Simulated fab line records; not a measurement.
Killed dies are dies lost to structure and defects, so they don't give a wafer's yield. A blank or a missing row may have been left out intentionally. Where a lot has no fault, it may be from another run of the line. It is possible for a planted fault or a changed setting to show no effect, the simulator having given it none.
fab line records | flow n5Finfet
record lots=11 wafers=33 lastDay=17
route steps=1938 shown BEOL_M4@1111 BEOL_M10@1486 PASSIVATION@1936
lots with no fault: from the same line, run without faults
startH: hours from the record's first day to the start of the lot's first wafer shown | waitH: time in hours since the lot's previous step | " repeats the value in the row above | L1.1+2: a single row standing in for several wafers | - either no value or no given start | * or withheld: withheld | < > ~ a bound
route shown NAME@n: names a module that has steps shown in the file, with the first one's number in the route | usual: mean/standard deviation of fault-free wafers | same: alike in all rows | chamber/n: place in a boat | sites: per-site readings | _std_site: the standard deviation of these | _edge_site: inner sites' mean taken away from outer sites' mean | radiusMm: for every site, how far away it sits from the centre of the wafer | mask NAME#n: copy n | behind: tool/chamber where the wafer was last shaped | hold: cause of the lot's hold/its duration in hours/its outcome | device: the n, p or np transistor that did not switch | end of line: at the end of the route, the tests of the same wafers | a step with no rows: only its recipe | killed: dies lost to structure and defects at the first sort, not the wafer's yield | map: shows each die of a wafer: x if killed, . if not, _ if none is there
set.NAME: the setting that was run; set.NAME@STEP: the one run at that earlier step | model.NAME: the simulator's own value behind a step, which no gauge read
a sample of lots followed through the steps of the route, with each step as a table and each wafer as a row
services: the hour from which a tool's chamber was out of use, counted from the record's first day as startH (under 0 if before that day), plus the number of hours and why
## steps
# step N5_BEOL_M4_RC_MEAS_101
# usual DIBL_N=36.5/1.4 DIBL_P=36.9/1.7 IOFF_N=0.163/0.023 IOFF_P=0.22/0.032 ION_N=673/9 ION_P=462/7.5 SS_N=71.6/0.54 SS_P=73.4/0.62 VT_N=249.8/2.8 VT_P=-250/3.5
# columns lot.wafer tool chamber startH waitH DIBL_N[mV/V] DIBL_P[mV/V] IOFF_N[nA/um] IOFF_P[nA/um] ION_N[uA/um] ION_P[uA/um] SS_N[mV/dec] SS_P[mV/dec] VT_N[mV] VT_P[mV]
L353.2 prober-01 0 167.30 0.2 35.0 35.9 0.143 0.21 657 457 71.2 73.6 253.3 -248
L353.3 " 0 " " 37.3 38.7 0.184 0.26 680 468 71.9 74.2 247.2 -245
L353.6 " 0 " " 36.1 37.2 0.163 0.23 663 460 72.0 73.8 250.5 -249
L360.1 prober-01 0 213.11 0.0 36.0 37.5 0.176 0.25 676 468 71.8 74.1 248.6 -244
L360.5 " 0 " " 35.8 37.3 0.174 0.25 672 469 71.7 74.3 246.6 -248
L360.6 " 0 " " 36.5 37.8 0.187 0.27 679 469 73.1 73.4 249.4 -246
L362.1 prober-02 0 233.35 0.0 36.8 36.6 0.161 0.23 678 466 71.1 73.2 252.8 -248
L362.5 " 0 " " 34.4 33.9 0.132 0.19 672 465 70.5 72.3 252.3 -247
L362.6 " 0 " " 36.3 36.0 0.153 0.23 672 460 71.6 73.4 251.1 -249
L364.1 prober-02 0 245.61 0.0 37.6 38.3 0.190 0.26 675 466 71.9 73.5 247.7 -248
L364.5 " 0 " " 35.4 34.8 0.134 0.19 655 447 70.7 72.7 255.9 -253
L364.6 " 0 " " 36.4 36.9 0.165 0.23 686 467 71.2 73.6 248.5 -251
L363.2 prober-02 0 246.91 0.2 37.1 38.5 0.184 0.22 680 458 71.3 74.1 245.7 -253
L363.3 " 0 " " 36.3 37.9 0.174 0.21 664 456 72.3 73.2 247.0 -251
L363.4 " 0 " " 36.3 36.7 0.162 0.20 667 450 72.1 73.7 249.6 -253
L367.1 prober-01 0 250.54 0.0 37.3 38.5 0.196 0.24 682 462 71.8 74.2 245.1 -249
L367.2 " 0 " " 38.3 39.0 0.204 0.25 694 464 71.9 74.2 244.8 -248
L367.3 " 0 " " 36.1 36.6 0.161 0.22 687 469 70.9 74.0 248.7 -249
L368.2 prober-02 0 272.90 0.2 38.2 39.0 0.202 0.26 680 470 71.1 73.4 245.6 -246
L368.3 " 0 " " 35.8 36.5 0.160 0.21 660 454 71.4 72.9 248.4 -249
L368.4 " 0 " " 35.6 35.4 0.148 0.19 676 460 71.3 73.3 250.4 -252
L371.1 prober-01 0 277.93 0.0 33.6 35.0 0.123 0.19 658 461 70.9 72.6 255.1 -251
L371.2 " 0 " " 35.3 36.8 0.146 0.21 678 464 71.4 73.4 253.1 -252
L371.5 " 0 " " 33.0 34.3 0.114 0.18 657 461 71.1 73.1 255.0 -256
L370.2 prober-01 0 280.63 0.2 37.0 38.6 0.158 0.21 673 466 71.4 73.5 249.6 -250
L370.4 " 0 " " 38.6 40.0 0.175 0.22 676 457 72.2 73.9 251.9 -253
L370.6 " 0 " " 38.9 39.9 0.186 0.23 676 459 72.4 74.1 250.7 -251
L372.2 prober-02 0 282.28 0.2 37.8 39.6 0.191 0.22 679 457 71.9 74.2 247.5 -252
L372.3 " 0 " " 35.1 36.1 0.142 0.17 671 448 71.0 73.7 251.1 -258
L372.4 " 0 " " 34.4 35.9 0.128 0.17 656 454 70.8 73.8 255.7 -254
L373.1 prober-01 0 307.65 0.0 32.4 32.4 0.116 0.17 662 457 70.1 72.2 252.3 -253
L373.3 " 0 " " 33.6 34.1 0.125 0.18 672 472 70.4 72.7 252.2 -251
L373.5 " 0 " " 33.5 33.6 0.126 0.17 670 458 70.2 72.0 247.5 -254
# step N5_BEOL_M10_DESCUM_16
# recipe chemistry=O2 timeS=7.9 sourcePowerW=50 biasPowerW=20 pressureMtorr=20 rfFrequencyHz=2.712e+07 tempC=40 resist=CAR-ArF o2FlowSccm=225
# usual drypumpMotorCurrentA=6.0/0.37 oesProductAu=0.82/0.077 rfVppV=243.1/1.3 showerheadPlenumPTorr=2.08/0.062 throttleValvePct=20.42/0.23
# columns lot.wafer tool chamber startH waitH drypumpMotorCurrentA oesProductAu rfHoursCounterH rfVppV showerheadPlenumPTorr throttleValvePct
L353.2 rieDiel-04 2 222.17 0.0 5.4 0.93 19 241.9 2.04 19.97
L353.3 " 1 " " 6.0 0.69 207 243.1 2.08 20.47
L353.6 " 3 " " 6.3 0.94 - 245.4 2.24 20.51
L360.1 rieDiel-03 0 264.51 0.0 5.8 0.82 101 242.5 2.10 20.68
L360.5 " 1 " " 6.5 0.86 - 240.6 2.04 20.64
L360.6 " 0 " " 5.7 0.81 - 245.0 2.11 20.68
L362.1 rieDiel-05 3 276.85 0.2 6.2 0.68 242 244.0 2.15 20.83
L362.5 " 0 " " 6.1 0.80 - 241.4 2.02 20.18
L362.6 " 1 " " 6.2 0.87 - 243.0 2.05 20.52
L364.1 rieDiel-03 0 293.69 0.0 5.7 0.80 113 243.7 2.10 20.70
L364.5 " 3 " " 6.3 0.77 - 242.4 2.09 20.36
L364.6 " 2 " " 5.5 0.94 - 245.2 2.13 20.62
L363.2 rieDiel-05 0 296.10 0.0 6.1 0.79 113 241.1 2.02 20.19
L363.3 " 2 " " 6.3 0.76 123 241.7 2.01 20.22
L363.4 " 1 " " 6.2 0.86 32 242.8 2.05 20.52
L367.1 rieDiel-05 0 301.16 0.0 6.0 0.80 115 242.7 2.02 20.19
L367.2 " 1 " " 6.2 0.86 35 242.9 2.05 20.52
L367.3 " 2 " " 6.3 0.76 126 241.7 2.01 20.22
L368.2 rieDiel-03 1 319.29 0.0 6.5 0.84 66 242.2 2.03 20.67
L368.3 " 2 " " 5.5 0.93 17 245.5 2.13 20.63
L368.4 " 0 " " 5.7 0.80 123 243.5 2.10 20.71
L371.1 rieDiel-04 1 322.30 0.0 6.0 0.66 241 243.9 2.06 20.52
L371.2 " 0 " " 5.4 0.87 49 243.0 2.13 20.18
L371.5 " 0 " " 5.4 0.87 - 244.5 2.13 20.19
L370.2 rieDiel-05 3 329.75 0.1 6.2 0.99 5 244.3 2.14 20.48
L370.4 " 1 " " 6.3 0.84 46 242.0 2.05 20.54
L370.6 " 0 " " 6.0 0.79 - 240.6 2.01 20.21
L372.2 rieDiel-04 1 330.20 0.4 6.0 0.67 245 242.5 2.06 20.53
L372.3 " 2 " " 5.3 0.84 61 242.1 2.02 20.02
L372.4 " 0 " " 5.4 0.87 52 242.5 2.13 20.21
L373.1 rieDiel-04 0 353.97 0.0 5.4 0.86 63 245.7 2.13 20.22
L373.3 " 1 " " 6.0 0.66 256 244.3 2.06 20.57
L373.5 " 0 " " 5.4 0.85 - 243.8 2.13 20.21
# step N5_BEOL_M10_OVL_MEAS_29
# recipe pointsPerWafer=44
# usual V9_OVL=0.4/0.62
# columns lot.wafer tool chamber startH waitH V9_OVL[nm]
L353.2 overlay-01 0 223.67 0.0 -0.3
L353.3 " 0 " " 0.5
L353.6 " 0 " " 0.5
L360.1 overlay-01 0 265.38 0.0 0.5
L360.5 " 0 " " -0.4
L360.6 " 0 " " 0.1
L362.1 overlay-01 0 277.65 0.0 0.3
L362.5 " 0 " " 1.1
L362.6 " 0 " " -0.8
L364.1 overlay-02 0 294.54 0.0 0.8
L364.5 " 0 " " 1.2
L364.6 " 0 " " 1.5
L363.2 overlay-02 0 297.31 0.0 0.3
L363.3 " 0 " " 0.1
L363.4 " 0 " " 0.0
L367.1 overlay-01 0 302.42 0.0 0.6
L367.2 " 0 " " 1.0
L367.3 " 0 " " 0.3
L368.2 overlay-02 0 320.33 0.0 0.5
L368.3 " 0 " " 0.4
L368.4 " 0 " " 0.2
L371.1 overlay-02 0 323.21 0.0 -0.3
L371.2 " 0 " " -0.7
L371.5 " 0 " " 0.5
L370.2 overlay-02 0 330.70 0.0 1.2
L370.4 " 0 " " -0.3
L370.6 " 0 " " 0.4
L372.2 overlay-02 0 331.20 0.0 0.0
L372.3 " 0 " " 0.4
L372.4 " 0 " " 0.6
L373.1 overlay-01 0 355.43 0.0 0.9
L373.3 " 0 " " 1.2
L373.5 " 0 " " 1.8
# step N5_BEOL_M10_ETCH_41
# recipe chemistry=CH3F/O2 target=SiCN targetDepthA=426 taperDeg=2 timeS=86 ionEnergyEv=120 maskMaterial=TiN pressureMtorr=30 sourceW=395 biasW=75 Ar_flow_sccm=150 CH3F_flow_sccm=30 O2_flow_sccm=20
# usual CH3F_flow_sccm=30.00/0.086 O2_flow_sccm=20.00/0.059 drypumpMotorCurrentA=6.0/0.4 oesProductAu=0.82/0.078 rfVppV=297.3/1.5 showerheadPlenumPTorr=2.00/0.061 throttleValvePct=16.31/0.23
# columns lot.wafer tool chamber startH waitH CH3F_flow_sccm O2_flow_sccm drypumpMotorCurrentA oesProductAu rfHoursCounterH rfVppV showerheadPlenumPTorr throttleValvePct
L353.2 rieDiel-05 1 224.08 - 29.75 20.02 6.2 0.91 10 296.3 1.97 16.29
L353.3 " 2 " " 30.01 20.08 6.3 0.78 100 296.9 1.94 16.09
L353.6 " 1 " " 30.01 20.02 6.2 0.91 - 297.4 1.97 16.29
L360.1 rieDiel-03 0 265.79 - 29.97 20.04 5.7 0.80 101 295.4 2.01 16.53
L360.5 " 1 " " 29.95 20.04 6.5 0.85 - 297.1 1.95 16.46
L360.6 " 0 " " 29.99 20.03 5.8 0.81 - 297.9 2.01 16.52
L362.1 rieDiel-04 1 278.34 - 29.88 19.95 6.0 0.67 229 297.0 1.97 16.40
L362.5 " 2 " " 30.04 19.93 5.4 0.87 - 296.4 1.95 15.98
L362.6 " 1 " " 29.92 20.04 6.0 0.66 - 298.0 1.97 16.41
L364.1 rieDiel-04 0 294.95 - - - - - - - - -
L364.5 " 3 " " - - - - - - - -
L364.6 " 0 " " - - - - - - - -
L363.2 rieDiel-04 1 298.00 - - - - - - - - -
L363.3 " 0 " " - - - - - - - -
L363.4 " 3 " " - - - - - - - -
L367.1 rieDiel-04 3 302.83 - - - - - - - - -
L367.2 " 0 " " - - - - - - - -
L367.3 " 2 " " - - - - - - - -
L368.2 rieDiel-04 3 320.74 - 29.96 20.00 6.4 0.87 41 300.0 2.12 16.38
L368.3 " 0 " " 29.99 19.95 5.4 0.89 48 297.5 2.04 16.04
L368.4 " 1 " " 30.02 19.95 6.0 0.66 241 298.9 1.97 16.43
L371.1 rieDiel-04 3 323.87 - 29.88 20.07 6.3 0.87 43 300.5 2.12 16.37
L371.2 " 2 " " 29.84 20.00 5.4 0.85 57 296.1 1.95 16.00
L371.5 " 3 " " 30.00 19.97 6.3 0.87 - 299.6 2.12 16.38
L370.2 rieDiel-04 3 331.11 - 30.11 20.05 6.3 0.86 47 300.5 2.12 16.38
L370.4 " 2 " " 29.99 19.98 5.3 0.85 61 295.6 1.95 16.03
L370.6 " 3 " " 30.15 20.05 6.3 0.87 - 299.2 2.12 16.41
L372.2 rieDiel-04 1 331.68 - 30.15 20.05 6.1 0.66 245 298.0 1.97 16.44
L372.3 " 0 " " 29.99 20.01 5.4 0.88 53 296.8 2.03 16.06
L372.4 " 2 " " 30.05 19.88 5.3 0.85 62 297.1 1.95 16.04
L373.1 rieDiel-05 0 355.84 - 30.02 20.05 6.1 0.77 131 296.1 1.93 16.13
L373.3 " 1 " " 29.97 19.97 6.2 0.82 53 297.0 1.95 16.35
L373.5 " 3 " " 30.05 20.00 6.2 0.95 - 298.5 2.05 16.32
# step N5_PASSIVATION_PROBE_49
# usual defectLimitedYield=91.2/1.4 killed_at_M0_to_M3=35/11 killed_at_M4_up=12/4.2 killedAtContacts=13/5.6 killedAtFrontEnd=40/12 killedAtOther=3.3/2.6 killedDies=103/17 killedOnRim=14/4.5 killedOpen=68/12 killedShort=34/7.6 sort_bin_5_function=5.1/0.95 sort_bin_6_memory=3.3/0.68 sortNPass=1077/17 sortYieldPct=91.2/1.4
# same grossDies=1180 killedAtBackSide=0 sort_bin_4_leakage[%]=0 sort_bin_8_speed[%]=0
# columns lot.wafer tool chamber startH waitH defectLimitedYield[%] killed_at_M0_to_M3 killed_at_M4_up killedAtContacts killedAtFrontEnd killedAtOther killedDies killedOnRim killedOpen killedShort sort_bin_5_function[%] sort_bin_6_memory[%] sortNPass sortYieldPct[%]
L364.1 prober-02 - 339.91 0.0 0 50 1071 12 47 0 1180 152 80 38 95.7 3.8 0 0
L364.5 prober-02 - 340.11 0.2 0 35 1090 4 42 9 1180 152 57 43 96.3 3.4 0 0
L364.6 prober-02 - 340.16 0.3 0 29 1083 10 55 3 1180 152 68 37 96.3 3.1 0 0
# killed by level:class
L364.1 BEOL_M10:areaEtch=1054 STI_FIN_REVEAL:geometricParticle:open=14 BEOL_M0_SAQP:geometricParticle:short=13 BEOL_M0_SAQP:geometricParticle:open=13 BEOL_M4:geometricParticle:open=10 MOL_CONTACT_COAG:geometricParticle:open=9 BEOL_M2:areaExpose=7 FIN_SAQP:geometricParticle:open=6
L364.5 BEOL_M10:areaEtch=1075 BEOL_M0_SAQP:geometricParticle:short=10 BEOL_M4:geometricParticle:open=9 BEOL_M0_SAQP:geometricParticle:open=9 ILD0:geometricParticle:short=8 STI_FIN_REVEAL:geometricParticle:open=6 ILD0:geometricParticle:open=5 BEOL_M2:areaExpose=5
L364.6 BEOL_M10:areaEtch=1068 STI_FIN_REVEAL:geometricParticle:open=14 MOL_CONTACT_COAG:geometricParticle:open=9 FIN_SAQP:geometricParticle:open=8 ILD0:geometricParticle:short=6 GATE_CUT:geometricParticle:short=6 BEOL_M2:areaExpose=6 BEOL_M0_SAQP:geometricParticle:open=5
## services
# columns tool chamber startH hours kind
rieDiel-05 3 202.56 13.1 repair
rieDiel-03 2 245.19 - clean
rieDiel-03 2 245.19 - consumableReplace:focusRing
rieDiel-03 2 245.19 22.5 scheduledDown
rieDiel-03 2 245.19 22.5 ventCycle
rieDiel-03 2 282.26 6.2 repair
rieDiel-05 3 297.86 - clean
rieDiel-05 3 297.86 - consumableReplace:focusRing
rieDiel-05 3 297.86 17.7 scheduledDown
rieDiel-05 3 297.86 17.7 ventCycle
rieDiel-04 1 301.83 9.3 repair
rieDiel-05 0 311.43 10.0 repair
rieDiel-05 1 312.06 1.9 repair
rieDiel-04 3 343.89 10.1 repair
rieDiel-04 1 354.22 - clean
rieDiel-04 1 354.22 - consumableReplace:focusRing
rieDiel-04 1 354.22 21.4 scheduledDown
rieDiel-04 1 354.22 21.4 ventCycle
## key
firstSign step=N5_BEOL_M10_ETCH_41 reading=toolRecord direction=missing
effect step=N5_PASSIVATION_PROBE_49 reading=killed_at_M4_up direction=up sigmas=99+ usual=12 struck=1081
moreKillsBornAt N5_BEOL_M10_ETCH_41@rieDiel-04=3197
metAt N5_BEOL_M10_ETCH_41
struckLots L363,L364,L367
rowsEnd L363.2,L363.3,L363.4,L367.1,L367.2,L367.3
laterRowsLeftOut L364.1,L364.5,L364.6
notActingAt N5_BEOL_M10_DESCUM_16,N5_BEOL_M10_OVL_MEAS_29
onsetBetween 278.34 294.95
earlierFault kind=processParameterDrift tool=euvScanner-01 chamber=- onsetH=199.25 steps=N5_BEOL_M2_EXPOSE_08 channel=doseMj offset=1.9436 shape=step actsIn=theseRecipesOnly stated=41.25
fault kind=skippedStepWhole tool=rieDiel-04 chamber=- onsetH=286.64 steps=N5_BEOL_M10_ETCH_41 scope=struckLotsOnly
# laterRowsLeftOut: the simulator's readings of these wafers behind a module that went badly wrong aren't trusted and aren't shown, but for the sort
# rowsEnd: these wafers met a further fault down the route, and their rows from its step on are left out
